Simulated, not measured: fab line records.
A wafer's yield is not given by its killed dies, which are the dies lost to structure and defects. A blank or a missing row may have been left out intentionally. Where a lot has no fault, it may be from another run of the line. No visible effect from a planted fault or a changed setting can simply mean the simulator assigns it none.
The tool behind it: which one? :: flow n5-finfet :: 72 wafers from 24 lots sampled at 5 of the route's 1938 steps

== WHAT THE GAUGES READ, wafer by wafer ==
N5_BEOL_M9_CD_MEAS_28: the cd target is 70 nm.
lot: L076
measured: day 9 19:07
on: cd-sem-02
cd-nm (nm): 70.27 69.36 69.68

lot: L074
measured: day 9 21:01
on: cd-sem-03
cd-nm (nm): 69.97 70.13 69.76

lot: L077
measured: day 10 11:53
on: cd-sem-03
cd-nm (nm): 69.74 69.49 69.73

lot: L075
measured: day 10 12:03
on: cd-sem-01
cd-nm (nm): 69.72 69.47 70.08

lot: L078
measured: day 10 17:45
on: cd-sem-03
cd-nm (nm): 69.88 69.75 70.33

lot: L079
measured: day 11 02:56
on: cd-sem-02
cd-nm (nm): 69.54 69.72 69.12

lot: L082
measured: day 11 14:13
on: cd-sem-02
cd-nm (nm): 69.68 69.71 69.86

lot: L081
measured: day 11 14:23
on: cd-sem-03
cd-nm (nm): 69.68 69.72 69.96

lot: L083
measured: day 11 20:22
on: cd-sem-03
cd-nm (nm): 69.56 69.67 69.85

lot: L080
measured: day 11 23:08
on: cd-sem-01
cd-nm (nm): 70.22 70.13 70.39

lot: L084
measured: day 12 03:38
on: cd-sem-02
cd-nm (nm): 69.84 69.61 69.82

lot: L085
measured: day 12 14:27
on: cd-sem-02
cd-nm (nm): 69.79 70.41 69.67

lot: L086
measured: day 13 06:22
on: cd-sem-02
cd-nm (nm): 69.91 70.20 69.67

lot: L087
measured: day 13 09:55
on: cd-sem-02
cd-nm (nm): 69.54 70.05 69.68

lot: L088
measured: day 13 15:29
on: cd-sem-02
cd-nm (nm): 69.82 69.77 70.09

lot: L090
measured: day 13 17:55
on: cd-sem-02
cd-nm (nm): 69.59 70.00 69.75

lot: L091
measured: day 14 00:44
on: cd-sem-01
cd-nm (nm): 69.41 70.35 69.77

lot: L089
measured: day 14 04:19
on: cd-sem-03
cd-nm (nm): 69.76 70.25 70.09

lot: L092
measured: day 14 09:23
on: cd-sem-03
cd-nm (nm): 69.88 69.64 69.73

lot: L094
measured: day 14 13:07
on: cd-sem-02
cd-nm (nm): 69.71 69.89 69.89

lot: L093
measured: day 14 15:10
on: cd-sem-03
cd-nm (nm): 69.75 69.69 69.52

lot: L095
measured: day 15 02:41
on: cd-sem-02
cd-nm (nm): 70.16 69.94 69.48

lot: L096
measured: day 15 15:49
on: cd-sem-02
cd-nm (nm): 69.64 69.22 70.24

lot: L097
measured: day 15 21:36
on: cd-sem-01
cd-nm (nm): 70.30 70.21 69.97

N5_BEOL_M9_OVL_MEAS_29.
lot: L076
measured: day 9 19:08
on: overlay-01
V8_OVL (nm): 0.6 -0.2 0.0

lot: L074
measured: day 9 21:03
on: overlay-02
V8_OVL (nm): -0.8 0.7 0.5

lot: L077
measured: day 10 11:55
on: overlay-01
V8_OVL (nm): -0.7 -1.3 -1.7

lot: L075
measured: day 10 12:05
on: overlay-01
V8_OVL (nm): 0.7 0.2 0.0

lot: L078
measured: day 10 17:47
on: overlay-02
V8_OVL (nm): -0.7 0.2 -0.4

lot: L079
measured: day 11 02:58
on: overlay-02
V8_OVL (nm): 0.1 -0.6 -1.5

lot: L082
measured: day 11 14:16
on: overlay-01
V8_OVL (nm): -0.4 -0.6 -0.8

lot: L081
measured: day 11 14:25
on: overlay-02
V8_OVL (nm): -0.5 0.3 0.1

lot: L083
measured: day 11 20:23
on: overlay-02
V8_OVL (nm): 0.6 -0.1 -0.2

lot: L080
measured: day 11 23:10
on: overlay-01
V8_OVL (nm): -0.1 0.1 0.2

lot: L084
measured: day 12 03:40
on: overlay-01
V8_OVL (nm): -0.6 -1.2 -0.9

lot: L085
measured: day 12 14:29
on: overlay-02
V8_OVL (nm): -0.3 -0.5 -0.9

lot: L086
measured: day 13 06:23
on: overlay-01
V8_OVL (nm): -0.4 -0.1 0.5

lot: L087
measured: day 13 09:56
on: overlay-01
V8_OVL (nm): -0.8 -1.0 -0.7

lot: L088
measured: day 13 15:31
on: overlay-01
V8_OVL (nm): 0.2 -0.1 0.9

lot: L090
measured: day 13 17:57
on: overlay-02
V8_OVL (nm): 0.7 -0.4 -0.1

lot: L091
measured: day 14 00:47
on: overlay-01
V8_OVL (nm): 0.3 0.0 0.2

lot: L089
measured: day 14 04:22
on: overlay-02
V8_OVL (nm): 0.0 0.7 -0.1

lot: L092
measured: day 14 09:25
on: overlay-02
V8_OVL (nm): -1.0 0.0 0.0

lot: L094
measured: day 14 13:08
on: overlay-02
V8_OVL (nm): -1.0 -0.9 -1.6

lot: L093
measured: day 14 15:11
on: overlay-02
V8_OVL (nm): -0.1 -0.3 0.0

lot: L095
measured: day 15 02:43
on: overlay-01
V8_OVL (nm): -0.2 -0.1 -0.9

lot: L096
measured: day 15 15:52
on: overlay-02
V8_OVL (nm): -0.5 0.0 -0.2

lot: L097
measured: day 15 21:38
on: overlay-02
V8_OVL (nm): -0.3 -0.2 -0.8

N5_BEOL_M9_INSPECT_30: inspects for defects (brightfield).
lot: L076
measured: day 9 19:12
on: defect-inspect-01
raw-defect-count: 406 453 340

lot: L074
measured: day 9 21:07
on: defect-inspect-01
raw-defect-count: 244 204 208

lot: L077
measured: day 10 11:58
on: defect-inspect-01
raw-defect-count: 416 432 426

lot: L075
measured: day 10 12:08
on: defect-inspect-02
raw-defect-count: 365 435 348

lot: L078
measured: day 10 17:50
on: defect-inspect-02
raw-defect-count: 439 373 387

lot: L079
measured: day 11 03:01
on: defect-inspect-01
raw-defect-count: 419 449 458

lot: L082
measured: day 11 14:19
on: defect-inspect-02
raw-defect-count: 384 537 594

lot: L081
measured: day 11 14:28
on: defect-inspect-01
raw-defect-count: 325 310 312

lot: L083
measured: day 11 20:27
on: defect-inspect-02
raw-defect-count: 538 380 375

lot: L080
measured: day 11 23:13
on: defect-inspect-02
raw-defect-count: 414 457 415

lot: L084
measured: day 12 03:43
on: defect-inspect-02
raw-defect-count: 356 270 410

lot: L085
measured: day 12 14:32
on: defect-inspect-02
raw-defect-count: 377 289 365

lot: L086
measured: day 13 06:26
on: defect-inspect-01
raw-defect-count: 448 528 420

lot: L087
measured: day 13 10:00
on: defect-inspect-02
raw-defect-count: 489 432 359

lot: L088
measured: day 13 15:34
on: defect-inspect-02
raw-defect-count: 383 339 424

lot: L090
measured: day 13 18:00
on: defect-inspect-01
raw-defect-count: 552 510 414

lot: L091
measured: day 14 00:50
on: defect-inspect-02
raw-defect-count: 407 508 670

lot: L089
measured: day 14 04:25
on: defect-inspect-02
raw-defect-count: 422 376 378

lot: L092
measured: day 14 09:28
on: defect-inspect-02
raw-defect-count: 279 327 379

lot: L094
measured: day 14 13:12
on: defect-inspect-01
raw-defect-count: 487 228 384

lot: L093
measured: day 14 15:15
on: defect-inspect-02
raw-defect-count: 282 435 373

lot: L095
measured: day 15 02:46
on: defect-inspect-02
raw-defect-count: 493 476 462

lot: L096
measured: day 15 15:55
on: defect-inspect-01
raw-defect-count: 512 613 459

lot: L097
measured: day 15 21:41
on: defect-inspect-02
raw-defect-count: 361 538 350

N5_BEOL_M10_CD_MEAS_28: the cd target is 70 nm.
lot: L076
measured: day 10 03:34
on: cd-sem-01
cd-nm (nm): 70.0 69.0 69.9

lot: L074
measured: day 10 09:17
on: cd-sem-03
cd-nm (nm): 69.4 68.5 69.6

lot: L077
measured: day 10 20:08
on: cd-sem-03
cd-nm (nm): 69.7 70.7 69.2

lot: L075
measured: day 10 20:19
on: cd-sem-01
cd-nm (nm): 68.9 69.5 69.2

lot: L078
measured: day 11 01:47
on: cd-sem-01
cd-nm (nm): 70.8 70.6 70.4

lot: L079
measured: day 11 09:47
on: cd-sem-03
cd-nm (nm): 70.5 70.4 70.7

lot: L082
measured: day 11 23:11
on: cd-sem-03
cd-nm (nm): 70.8 70.4 70.5

lot: L081
measured: day 11 23:50
on: cd-sem-03
cd-nm (nm): 68.9 68.7 69.3

lot: L083
measured: day 12 03:37
on: cd-sem-01
cd-nm (nm): 69.2 68.2 68.6

lot: L080
measured: day 12 06:29
on: cd-sem-03
cd-nm (nm): 69.8 70.4 70.2

lot: L084
measured: day 12 12:50
on: cd-sem-03
cd-nm (nm): 69.0 69.2 70.0

lot: L085
measured: day 12 22:01
on: cd-sem-03
cd-nm (nm): 70.7 71.2 69.1

lot: L086
measured: day 13 16:05
on: cd-sem-03
cd-nm (nm): 70.6 69.8 68.8

lot: L087
measured: day 13 18:44
on: cd-sem-01
cd-nm (nm): 69.0 68.1 70.1

lot: L088
measured: day 13 22:05
on: cd-sem-03
cd-nm (nm): 68.9 68.7 69.6

lot: L090
measured: day 14 00:36
on: cd-sem-01
cd-nm (nm): 68.8 69.7 69.2

lot: L091
measured: day 14 09:17
on: cd-sem-02
cd-nm (nm): 68.6 69.5 69.6

lot: L089
measured: day 14 13:16
on: cd-sem-03
cd-nm (nm): 68.9 69.0 69.2

lot: L092
measured: day 14 17:52
on: cd-sem-01
cd-nm (nm): 69.8 69.4 68.7

lot: L094
measured: day 14 21:12
on: cd-sem-03
cd-nm (nm): 70.7 70.2 68.9

lot: L093
measured: day 14 23:10
on: cd-sem-03
cd-nm (nm): 69.4 70.8 70.1

lot: L095
measured: day 15 14:29
on: cd-sem-03
cd-nm (nm): 69.5 69.8 69.8

lot: L096
measured: day 16 01:11
on: cd-sem-01
cd-nm (nm): 69.9 71.0 69.9

lot: L097
measured: day 16 06:52
on: cd-sem-02
cd-nm (nm): 70.6 69.2 68.7

== WHICH TOOL RAN EACH LOT (tool, then ch and the chambers of the sampled wafers, then the start) ==
lot: L076
N5_BEOL_M9_SURFACE_TREAT_79: pvd-sputter-02, day 9 20:40

lot: L074
N5_BEOL_M9_SURFACE_TREAT_79: pvd-sputter-02, day 9 22:52

lot: L077
N5_BEOL_M9_SURFACE_TREAT_79: pvd-sputter-03, day 10 13:39

lot: L075
N5_BEOL_M9_SURFACE_TREAT_79: pvd-sputter-03, day 10 14:09

lot: L078
N5_BEOL_M9_SURFACE_TREAT_79: pvd-sputter-01, day 10 19:40

lot: L079
N5_BEOL_M9_SURFACE_TREAT_79: pvd-sputter-03, day 11 04:48

lot: L082
N5_BEOL_M9_SURFACE_TREAT_79: pvd-sputter-03, day 11 16:07

lot: L081
N5_BEOL_M9_SURFACE_TREAT_79: pvd-sputter-01, day 11 18:13

lot: L083
N5_BEOL_M9_SURFACE_TREAT_79: pvd-sputter-03, day 11 22:21

lot: L080
N5_BEOL_M9_SURFACE_TREAT_79: pvd-sputter-02, day 12 00:52

lot: L084
N5_BEOL_M9_SURFACE_TREAT_79: pvd-sputter-02, day 12 06:47

lot: L085
N5_BEOL_M9_SURFACE_TREAT_79: pvd-sputter-03, day 12 17:56

lot: L086
N5_BEOL_M9_SURFACE_TREAT_79: pvd-sputter-02, day 13 09:33

lot: L087
N5_BEOL_M9_SURFACE_TREAT_79: pvd-sputter-02, day 13 11:58

lot: L088
N5_BEOL_M9_SURFACE_TREAT_79: pvd-sputter-03, day 13 16:59

lot: L090
N5_BEOL_M9_SURFACE_TREAT_79: pvd-sputter-01, day 13 20:01

lot: L091
N5_BEOL_M9_SURFACE_TREAT_79: pvd-sputter-01, day 14 02:41

lot: L089
N5_BEOL_M9_SURFACE_TREAT_79: pvd-sputter-03, day 14 06:38

lot: L092
N5_BEOL_M9_SURFACE_TREAT_79: pvd-sputter-03, day 14 11:05

lot: L094
N5_BEOL_M9_SURFACE_TREAT_79: pvd-sputter-02, day 14 15:16

lot: L093
N5_BEOL_M9_SURFACE_TREAT_79: pvd-sputter-02, day 14 18:04

lot: L095
N5_BEOL_M9_SURFACE_TREAT_79: pvd-sputter-02, day 15 04:41

lot: L096
N5_BEOL_M9_SURFACE_TREAT_79: pvd-sputter-03, day 15 17:39

lot: L097
N5_BEOL_M9_SURFACE_TREAT_79: pvd-sputter-02, day 15 23:20
- N5_BEOL_M9_SURFACE_TREAT_79

== WHAT THE TOOLS THEMSELVES READ (means of the sampled wafers that have a number; where no wafer has one, the mark that the record gives instead) ==
The record holds no such reading with a usual standard deviation.

== THE ANSWER, worked out from the rows above alone ==
Rule: the usual values come from the lots themselves. Put in order of their means at a reading, lots are off if they are a third of the lots or fewer, leave a main group of 4 or more, and stand apart from it by a gap of 3 or more times the standard deviation of the main group's means; of several such gaps the widest counts. A main group whose means are all the same, to the digits that the tables above print for the reading, isn't used. Also off: a lot with no number at a reading for which 4 or more lots have one. Where the step has rows for the other lots, those lots are counted as sound. The gauges are gone through in route order, then the tools' own readings, and for those a lot's mean is taken as printed above. At the first step where some lot is off, the reading lying furthest off is the one used; lots without a number count as furthest.
None of the lots is off at any reading shown; this tells nothing.

== WHAT THE SIMULATOR HAD INSERTED ==
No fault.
